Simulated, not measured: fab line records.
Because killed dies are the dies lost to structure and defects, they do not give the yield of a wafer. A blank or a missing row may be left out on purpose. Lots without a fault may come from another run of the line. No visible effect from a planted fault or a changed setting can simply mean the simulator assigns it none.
Matching of chambers || flow n5 finfet || N5_BEOL_M1_STRIP_19 on rie diel-04 has 4 sister chambers
The step strips in O2. 4 wafers are shown with their chamber, then 12 later ones without.

## EACH WAFER AND ITS CHAMBER
{"wafer": "L083.4", "chamber": 3, "drypump motor current A (A)": 5.4}
{"wafer": "L091.4", "chamber": 2, "drypump motor current A (A)": 6.4}
{"wafer": "L091.5", "chamber": 1, "drypump motor current A (A)": 5.6}
{"wafer": "L091.6", "chamber": 0, "drypump motor current A (A)": 6.5}

## WAFERS WHOSE CHAMBER IS MISSING
{"wafer": "L092.1", "drypump motor current A (A)": 5.6}
{"wafer": "L092.2", "drypump motor current A (A)": 6.5}
{"wafer": "L092.3", "drypump motor current A (A)": 6.5}
{"wafer": "L092.4", "drypump motor current A (A)": 5.6}
{"wafer": "L092.5", "drypump motor current A (A)": 6.4}
{"wafer": "L092.6", "drypump motor current A (A)": 6.5}
{"wafer": "L094.2", "drypump motor current A (A)": 5.5}
{"wafer": "L094.3", "drypump motor current A (A)": 5.4}
{"wafer": "L094.5", "drypump motor current A (A)": 5.4}
{"wafer": "L096.2", "drypump motor current A (A)": 5.6}
{"wafer": "L096.3", "drypump motor current A (A)": 6.5}
{"wafer": "L096.6", "drypump motor current A (A)": 5.4}

## CHAMBER TAKEN BY EACH
{"wafer": "L092.1", "from the rows above": 1, "in truth": 1}
{"wafer": "L092.2", "from the rows above": 0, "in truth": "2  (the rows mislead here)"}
{"wafer": "L092.3", "from the rows above": 0, "in truth": 0}
{"wafer": "L092.4", "from the rows above": 1, "in truth": 1}
{"wafer": "L092.5", "from the rows above": 2, "in truth": 2}
{"wafer": "L092.6", "from the rows above": 0, "in truth": 0}
{"wafer": "L094.2", "from the rows above": "can't be placed: 1 or 3", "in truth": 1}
{"wafer": "L094.3", "from the rows above": 3, "in truth": 3}
{"wafer": "L094.5", "from the rows above": 3, "in truth": 3}
{"wafer": "L096.2", "from the rows above": 1, "in truth": 1}
{"wafer": "L096.3", "from the rows above": 0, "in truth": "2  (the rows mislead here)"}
{"wafer": "L096.6", "from the rows above": 3, "in truth": 3}
9 of 12 placed correctly. Can't be placed from these rows: 1 (the true chamber is among the candidates in 1). Number placed wrongly: 2.
How it was worked out, from the rows above alone: a wafer's distance from a chamber is the root of the sum, over the readings, of the square of ((its reading less the chamber's mean) divided by the reading's scatter). The wafer belongs to the nearest chamber; if the next one is less than 2 further off, it can't be placed. Each chamber's mean is taken over the wafers shown for it. The scatter (one wafer shown for each chamber): square how far every hidden wafer sits from the nearest shown wafer, average those squares and take the square root.
